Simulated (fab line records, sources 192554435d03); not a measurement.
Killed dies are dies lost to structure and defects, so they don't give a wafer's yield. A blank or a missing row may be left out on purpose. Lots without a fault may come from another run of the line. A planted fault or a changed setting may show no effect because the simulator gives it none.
fab line records | flow n5_finfet
record lots=11 wafers=31 last_day=17
route steps=1938 shown BEOL_M8@1366 PASSIVATION@1936
lots that met no fault: from a run of the same line without faults
start_h: hours from the record's first day to the start of the lot's first wafer shown | wait_h: hours since the lot's step before | " the same as in the row above | L1.1+2: a row that stands for several wafers | - no value, or no start given | * or withheld: withheld | < > ~ a bound
route shown NAME@n: a module of which the file shows steps, and the number in the route of the first | usual: mean/standard deviation of fault-free wafers | same: alike in all rows | chamber/n: place in a boat | sites: the reading at each site | _std_site: their standard deviation | _edge_site: outer sites' mean less inner sites' | radius_mm: how far each site lies from the wafer's centre | mask NAME#n: copy n | behind: the tool/chamber that last shaped the wafer | hold: why the lot was held/for how many hours/how that ended | device: the transistor (n, p or np) that didn't switch | end of line: the same wafers' tests at the end of the route | a step without rows: its recipe alone | killed: dies lost to structure and defects at the first sort, not the wafer's yield | map: a wafer's dies, x killed, . not, _ none there
set.NAME: the setting as run; set.NAME@STEP: as run at that earlier step | model.NAME: the simulator's own value behind a step, which no gauge read
steps of the route over a sample of lots; a table a step, a row a wafer
services: from which hour (start_h, from the record's first day; less than 0 if before it) a tool's chamber was out of use, for how many hours, and why
## steps
# step N5_BEOL_M8_OVL_MEAS_29
# recipe points_per_wafer=522
# usual V7_OVL=0.0/0.64
# columns lot.wafer tool chamber start_h wait_h V7_OVL[nm]
L484.1 overlay-02 0 208.28 0.0 0.5
L484.3 " 0 " " 0.1
L484.6 " 0 " " 0.4
L486.2 overlay-02 0 217.85 0.0 -0.5
L486.3 " 0 " " -0.9
L486.6 " 0 " " 0.0
L487.2 overlay-02 0 219.75 0.0 0.1
L487.3 " 0 " " -1.2
L487.5 " 0 " " -1.1
L485.1 overlay-02 0 227.90 0.0 -0.4
L485.2 " 0 " " -0.4
L485.3 " 0 " " -0.4
L490.2 overlay-01 0 233.98 0.0 -0.8
L490.3 " 0 " " 0.2
L490.4 " 0 " " -0.6
L489.2 overlay-02 0 237.64 0.0 -0.2
L489.3 " 0 " " 0.7
L489.6 " 0 " " 0.1
L502.3 overlay-02 0 311.31 0.0 -0.2
L502.4 " 0 " " 0.7
L501.1 overlay-01 0 315.94 0.0 0.4
L501.2 " 0 " " 0.8
L501.6 " 0 " " 0.4
L504.2 overlay-01 0 327.15 0.0 0.7
L504.3 " 0 " " 0.6
L504.5 " 0 " " -0.4
L505.1 overlay-01 0 327.31 0.0 -1.1
L505.5 " 0 " " 0.6
L506.2 overlay-01 0 333.59 0.0 -0.2
L506.3 " 0 " " -0.4
L506.6 " 0 " " 0.2
# step N5_BEOL_M8_ETCH_72
# recipe chemistry=N2/H2 target=underlayer target_depth_a=65 mask_material=CAR-EUV time_s=5.2 ion_energy_ev=200 pressure_mtorr=30 source_w=840 bias_w=150 n2_flow_sccm=200 h2_flow_sccm=200 ends=cleared
# usual drypump_motor_current_A=5.7/0.46 etch_rf_on_time_s=5.12/0.13 oes_product_au=0.70/0.066 rf_vpp_V=523.9/2.7 showerhead_plenum_p_Torr=2.55/0.091 throttle_valve_pct=17.78/0.26
# columns lot.wafer tool chamber start_h wait_h drypump_motor_current_A etch_rf_on_time_s oes_product_au rf_hours_counter_h rf_vpp_V showerhead_plenum_p_Torr throttle_valve_pct
L484.1 rie_diel-01 0 209.18 0.0 5.1 5.04 0.70 83 519.4 2.47 17.53
L484.3 " 1 " " 5.6 4.93 0.75 44 525.3 2.59 17.57
L484.6 " 3 " " 5.2 5.14 0.71 - 522.8 2.47 17.79
L486.2 rie_diel-03 1 218.25 0.0 6.7 5.03 0.77 42 522.6 2.47 17.67
L486.3 " 2 " " 5.9 4.99 0.74 50 521.3 2.47 17.69
L486.6 " 1 " " 6.7 4.98 0.77 - 522.2 2.47 17.66
L487.2 rie_diel-01 1 219.87 0.0 5.6 4.92 0.77 47 524.1 2.58 17.56
L487.3 " 0 " " 5.1 5.13 0.69 85 521.7 2.46 17.50
L487.5 " 2 " " 5.8 5.25 0.58 - 523.1 2.52 18.50
L485.1 rie_diel-03 1 228.49 0.0 6.7 4.99 0.77 46 522.5 2.47 17.65
L485.2 " 3 " " 5.6 5.20 0.69 117 527.4 2.68 17.98
L485.3 " 0 " " 5.5 5.08 0.86 1 529.8 2.72 17.38
L490.2 rie_diel-03 3 234.10 0.0 5.6 5.13 0.68 119 528.7 2.67 17.97
L490.3 " 2 " " 5.9 4.94 0.74 56 522.4 2.47 17.72
L490.4 " 0 " " 5.5 5.11 0.83 3 528.8 2.72 17.40
L489.2 rie_diel-05 1 237.76 0.0 5.5 5.17 0.62 216 526.2 2.51 18.22
L489.3 " 3 " " 5.6 5.18 0.61 212 521.8 2.52 18.02
L489.6 " 3 " " 5.6 5.18 0.61 - 525.0 2.52 18.01
L502.3 rie_diel-03 0 311.43 0.0 5.5 5.10 0.78 28 528.5 2.70 17.43
L502.4 " 2 " " 5.9 5.03 0.70 85 519.0 2.46 17.78
L501.1 rie_diel-01 1 316.07 0.0 5.5 4.85 0.72 87 525.5 2.57 17.64
L501.2 " 3 " " 5.2 5.10 0.68 105 521.2 2.45 17.88
L501.6 " 2 " " 5.8 5.19 0.80 - 522.1 2.51 18.10
L504.2 rie_diel-05 3 327.27 0.0 5.6 5.26 0.58 251 521.5 2.50 18.09
L504.3 " 2 " " 6.2 5.26 0.75 22 524.0 2.61 17.79
L504.5 " 3 " " 5.7 5.22 0.59 - 524.4 2.50 18.09
L505.1 rie_diel-05 0 327.67 0.0 5.6 5.36 0.65 122 529.3 2.65 17.48
L505.5 " 2 " " 6.2 5.31 0.76 - 527.2 2.61 17.81
L506.2 rie_diel-03 3 334.03 0.0 5.6 5.12 0.65 158 525.8 2.66 18.09
L506.3 " 1 " " 6.7 5.01 0.72 83 519.7 2.46 17.70
L506.6 " 0 " " 5.5 5.10 0.76 - 525.9 2.70 17.43
# step N5_BEOL_M8_ETCH_66
# recipe chemistry=N2/H2 target=SOC target_depth_a=800 overetch_a=160 mask_material=SiARC temp_c=40 time_s=120 ion_energy_ev=200 pressure_mtorr=30 source_w=840 bias_w=150 n2_flow_sccm=200 h2_flow_sccm=200
# usual drypump_motor_current_A=5.8/0.46 oes_product_au=0.62/0.055 rf_vpp_V=524.2/2.6 showerhead_plenum_p_Torr=2.55/0.091 throttle_valve_pct=17.74/0.26
# columns lot.wafer tool chamber start_h wait_h drypump_motor_current_A oes_product_au rf_hours_counter_h rf_vpp_V showerhead_plenum_p_Torr throttle_valve_pct
L484.1 rie_diel-01 0 209.23 0.0 5.1 0.61 83 523.5 2.47 17.45
L484.3 " 1 " " 5.6 0.66 44 526.1 2.59 17.50
L484.6 " 3 " " 5.2 0.63 - 521.1 2.47 17.76
L486.2 rie_diel-03 1 218.29 0.0 6.7 0.69 42 522.6 2.47 17.62
L486.3 " 2 " " 5.9 0.64 50 522.6 2.47 17.67
L486.6 " 1 " " 6.8 0.67 - 522.8 2.47 17.61
L487.2 rie_diel-01 1 219.92 0.0 5.6 0.66 47 523.5 2.58 17.52
L487.3 " 0 " " 5.1 0.61 85 520.7 2.46 17.46
L487.5 " 2 " " 5.8 0.53 - 522.3 2.52 18.44
L485.1 rie_diel-03 1 228.53 0.0 6.7 0.68 46 523.8 2.47 17.62
L485.2 " 3 " " 5.6 0.62 117 528.7 2.67 17.95
L485.3 " 0 " " 5.5 0.76 1 529.1 2.72 17.36
L490.2 rie_diel-03 3 234.14 0.0 5.7 0.61 119 528.1 2.67 17.95
L490.3 " 2 " " 6.0 0.64 56 523.0 2.47 17.67
L490.4 " 0 " " 5.5 0.75 3 528.4 2.71 17.36
L489.2 rie_diel-05 1 237.81 0.0 5.5 0.56 216 523.4 2.51 18.19
L489.3 " 3 " " 5.6 0.54 212 522.9 2.52 17.98
L489.6 " 3 " " 5.6 0.55 - 522.5 2.52 17.98
L502.3 rie_diel-03 0 311.47 0.0 5.5 0.70 28 530.2 2.70 17.39
L502.4 " 2 " " 5.9 0.61 85 521.8 2.46 17.73
L501.1 rie_diel-01 1 316.12 0.0 5.6 0.62 87 524.8 2.57 17.58
L501.2 " 3 " " 5.2 0.60 105 522.1 2.45 17.83
L501.6 " 2 " " 5.8 0.72 - 521.3 2.51 18.09
L504.2 rie_diel-05 3 327.32 0.0 5.6 0.52 251 522.4 2.50 18.04
L504.3 " 2 " " 6.2 0.68 22 525.1 2.61 17.77
L504.5 " 3 " " 5.6 0.52 - 521.5 2.50 18.05
L505.1 rie_diel-05 0 327.72 0.0 5.5 0.59 122 526.5 2.65 17.43
L505.5 " 2 " " 6.2 0.68 - 525.5 2.61 17.75
L506.2 rie_diel-03 3 334.07 0.0 5.6 0.59 158 527.3 2.66 18.02
L506.3 " 1 " " 6.7 0.64 83 521.6 2.46 17.67
L506.6 " 0 " " 5.5 0.68 - 529.0 2.70 17.41
# step N5_BEOL_M8_ALD_77
# recipe material=TaN target_thk_a=20 temp_c=275 ald_precursor_family=PDMAT ald_co_reactant=NH3 pressure_torr=3 carrier_flow_sccm=1500 pulse_time_s=2 purge_time_s=3 co_reactant_purge_time_s=2 co_reactant_pulse_time_s=3 ald_cycles=40 precursor_vessel_temp_c=75 precursor_vessel_pressure_torr=26.25 precursor_vessel_carrier_sccm=1000
# usual ald_cycles=40/0 heater_power_outer_w=226/14 heater_power_w=405/20
# columns lot.wafer tool chamber start_h wait_h ald_cycles heater_power_outer_w heater_power_w
L484.1 ald_metal-04 3 211.43 0.0 40 217 399
L484.3 " 1 " " 40 248 438
L484.6 " 3 " " 40 221 398
L486.2 ald_metal-04 3 219.81 0.0 40 214 399
L486.3 " 2 " " 40 204 367
L486.6 " 0 " " 40 219 404
L487.2 ald_metal-01 2 221.51 0.2 40 209 398
L487.3 " 3 " " 40 229 426
L487.5 " 2 " " 40 216 395
L485.1 ald_metal-04 0 229.98 0.2 49 220 414
L485.2 " 3 " " 40 221 403
L485.3 " 1 " " 49 249 443
L490.2 ald_metal-01 3 235.41 0.0 40 223 423
L490.3 " 2 " " 40 210 390
L490.4 " 1 " " 40 235 423
L489.2 ald_metal-04 3 239.01 0.0 40 217 406
L489.3 " 0 " " 49 218 412
L489.6 " 0 " " 40 215 405
L502.3 ald_metal-02 3 313.14 0.1 40 238 430
L502.4 " 2 " " 40 225 382
L501.1 ald_metal-04 2 317.31 0.1 40 203 364
L501.2 " 1 " " 40 256 436
L501.6 " 1 " " 40 254 433
L504.2 ald_metal-04 3 328.34 0.0 40 218 388
L504.3 " 2 " " 40 208 366
L504.5 " 0 " " 40 215 408
L505.1 ald_metal-04 0 328.80 0.0 40 214 405
L505.5 " 0 " " 40 221 401
L506.2 ald_metal-04 1 335.49 0.1 40 252 435
L506.3 " 3 " " 40 221 391
L506.6 " 0 " " 40 222 399
# step N5_PASSIVATION_PROBE_49
# usual defect_limited_yield=91.5/1.4 killed_at_M0_to_M3=32/9.7 killed_at_M4_up=14/5.3 killed_at_contacts=11/6 killed_at_front_end=39/14 killed_at_other=3.3/2.7 killed_dies=100/17 killed_open=66/13 killed_short=32/7.4 sort_bin_4_leakage=0.02/0.16 sort_bin_5_function=4.9/0.9 sort_bin_6_memory=3.2/0.72 sort_bin_8_speed=0.00/0.0071 sort_n_pass=1080/17 sort_yield_pct=91.5/1.4
# same gross_dies=1180 killed_at_back_side=0
# columns lot.wafer tool chamber start_h wait_h defect_limited_yield[%] killed_at_M0_to_M3 killed_at_M4_up killed_at_contacts killed_at_front_end killed_at_other killed_dies killed_open killed_short sort_bin_4_leakage[%] sort_bin_5_function[%] sort_bin_6_memory[%] sort_bin_8_speed[%] sort_n_pass sort_yield_pct[%]
L486.2 prober-02 - 283.76 0.4 92.5 28 12 13 25 11 89 62 25 0 4.7 2.7 0 1091 92.5
L486.3 prober-02 - 283.81 0.4 93.1 29 14 3 32 4 82 45 37 0 4.3 2.3 0 1098 93.1
L486.6 prober-02 - 283.96 0.6 91.9 25 17 6 36 11 95 57 33 0 5.1 2.3 0 1085 91.9
L487.2 prober-02 - 288.02 0.1 89.7 43 15 11 50 2 121 77 42 0 6.8 3.1 0 1059 89.7
L487.3 prober-02 - 288.07 0.1 90.6 44 14 7 42 4 111 68 40 0 5.6 3.3 0 1069 90.6
L487.5 prober-02 - 288.17 0.2 90.9 33 10 7 56 1 107 70 36 0 4.7 4.0 0 1073 90.9
L490.2 prober-01 - 307.84 0.1 90.0 28 29 9 52 0 118 74 40 0 5.3 4.1 0 1062 90.0
L490.3 prober-01 - 307.89 0.1 94.1 15 18 9 21 7 70 51 19 0 3.0 2.7 0 1110 94.1
L490.4 prober-01 - 307.94 0.2 91.6 34 22 7 35 1 99 60 35 0 5.2 3.1 0 1081 91.6
# killed by level:class
L486.2 MOL_CONTACT_COAG:geometric_particle:open=12 BEOL_M0:geometric_particle:open=7 BEOL_M1:geometric_particle:open=7 FIN_SAQP:geometric_particle:open=5 BEOL_M0_SAQP:geometric_particle:open=4 BEOL_M4:geometric_particle:open=4 PAD_METAL:geometric_particle:short=3 STI_FIN_REVEAL:geometric_particle:open=3
L486.3 FIN_SAQP:geometric_particle:short=9 BEOL_M0_SAQP:geometric_particle:short=8 BEOL_M3:geometric_particle:open=7 BEOL_M3:geometric_particle:short=5 FIN_SAQP:geometric_particle:open=4 BEOL_M7:geometric_particle:open=4 ILD0:geometric_particle:open=3 MOL_CONTACT_COAG:geometric_particle:open=3
L486.6 STI_FIN_REVEAL:geometric_particle:open=6 BEOL_M2:geometric_particle:open=6 STARTING-WAFER:geometric_particle:short=6 FIN_SAQP:geometric_particle:open=5 FIN_SAQP:geometric_particle:short=5 HKMG_FIN:area_etch=5 MOL_CONTACT_COAG:geometric_particle:open=4 BEOL_M1:geometric_particle:open=4
L487.2 FIN_SAQP:geometric_particle:short=16 BEOL_M0_SAQP:geometric_particle:open=12 DUMMY_GATE:geometric_particle:open=8 MOL_CONTACT_COAG:geometric_particle:open=8 STI_FIN_REVEAL:geometric_particle:open=7 BEOL_M0_SAQP:geometric_particle:short=7 BEOL_M1:geometric_particle:open=7 FIN_SAQP:geometric_particle:open=6
L487.3 BEOL_M0_SAQP:geometric_particle:open=11 FIN_SAQP:geometric_particle:short=9 BEOL_M0_SAQP:geometric_particle:short=8 BEOL_M4:geometric_particle:open=7 GATE_CUT:geometric_particle:short=7 FIN_SAQP:geometric_particle:open=6 BEOL_M2:geometric_particle:open=6 BEOL_M3:geometric_particle:short=6
L487.5 STI_FIN_REVEAL:geometric_particle:open=23 BEOL_M0_SAQP:geometric_particle:open=10 FIN_SAQP:geometric_particle:short=8 BEOL_M0_SAQP:geometric_particle:short=6 GATE_CUT:geometric_particle:short=5 MOL_CONTACT_COAG:geometric_particle:open=5 BEOL_M3:geometric_particle:open=5 DUMMY_GATE:geometric_particle:open=4
L490.2 BEOL_M4:geometric_particle:open=20 FIN_SAQP:geometric_particle:short=10 DUMMY_GATE:geometric_particle:open=9 BEOL_M0_SAQP:geometric_particle:open=8 MOL_CONTACT_COAG:geometric_particle:open=7 BEOL_M3:geometric_particle:open=7 STI_FIN_REVEAL:geometric_particle:open=4 ILD0:geometric_particle:short=4
L490.3 BEOL_M4:geometric_particle:open=12 MOL_CONTACT_COAG:geometric_particle:open=9 BEOL_M0_SAQP:geometric_particle:short=6 GATE_CUT:geometric_particle:short=5 BEOL_M0_SAQP:geometric_particle:open=5 FIN_SAQP:geometric_particle:open=4 MIM_TOP_ETCH:geometric_particle:open=4 DUMMY_GATE:geometric_particle:open=3
L490.4 BEOL_M4:geometric_particle:open=17 BEOL_M2:geometric_particle:open=9 BEOL_M0_SAQP:geometric_particle:open=8 BEOL_M0_SAQP:geometric_particle:short=8 GATE_CUT:geometric_particle:short=7 MOL_CONTACT_COAG:geometric_particle:open=5 STI_FIN_REVEAL:geometric_particle:open=4 SD_EPI_N:coat_microbubble_printed=4
## services
# columns tool chamber start_h hours kind
rie_diel-03 0 190.42 - clean
rie_diel-03 0 190.42 - consumable_replace:esc
rie_diel-03 0 190.42 - consumable_replace:focus_ring
rie_diel-03 0 190.42 - consumable_replace:showerhead
rie_diel-03 0 190.42 35.4 scheduled_down
rie_diel-03 0 190.42 35.4 vent_cycle
rie_diel-05 1 213.01 3.8 repair
ald_metal-04 - 240.61 4.3 pm
rie_diel-05 2 241.53 4.6 repair
rie_diel-01 2 242.59 - clean
rie_diel-01 2 242.59 - consumable_replace:focus_ring
rie_diel-01 2 242.59 22.9 scheduled_down
rie_diel-01 2 242.59 22.9 vent_cycle
rie_diel-05 2 253.64 - clean
ald_metal-02 3 253.82 17.0 repair
ald_metal-02 - 269.30 2.8 pm
rie_diel-03 0 277.30 4.8 repair
ald_metal-04 0 281.30 1.5 repair
ald_metal-01 - 281.36 8.7 pm
rie_diel-01 0 293.25 34.3 repair
rie_diel-05 2 294.72 3.8 repair
ald_metal-01 0 295.77 5.1 repair
rie_diel-05 0 303.23 6.3 repair
ald_metal-04 0 308.46 3.1 repair
## key
first_sign step=N5_BEOL_M8_ALD_77 reading=ald_cycles direction=up sigmas=99+ usual=* struck=*
effect none on later readings
met_at N5_BEOL_M8_ALD_77
struck_lots L485,L489
struck_wafers L485.1,L485.3,L489.3
not_acting_at N5_BEOL_M8_OVL_MEAS_29,N5_BEOL_M8_ETCH_72,N5_BEOL_M8_ETCH_66
onset_between 219.81 229.98
fault kind=process_parameter_drift tool=ald_metal-04 chamber=- onset_h=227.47 steps=N5_BEOL_M8_ALD_77 channel=ald_cycles offset=* shape=step end_h=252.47 scope=struck_wafers_only acts_in=* stated=*
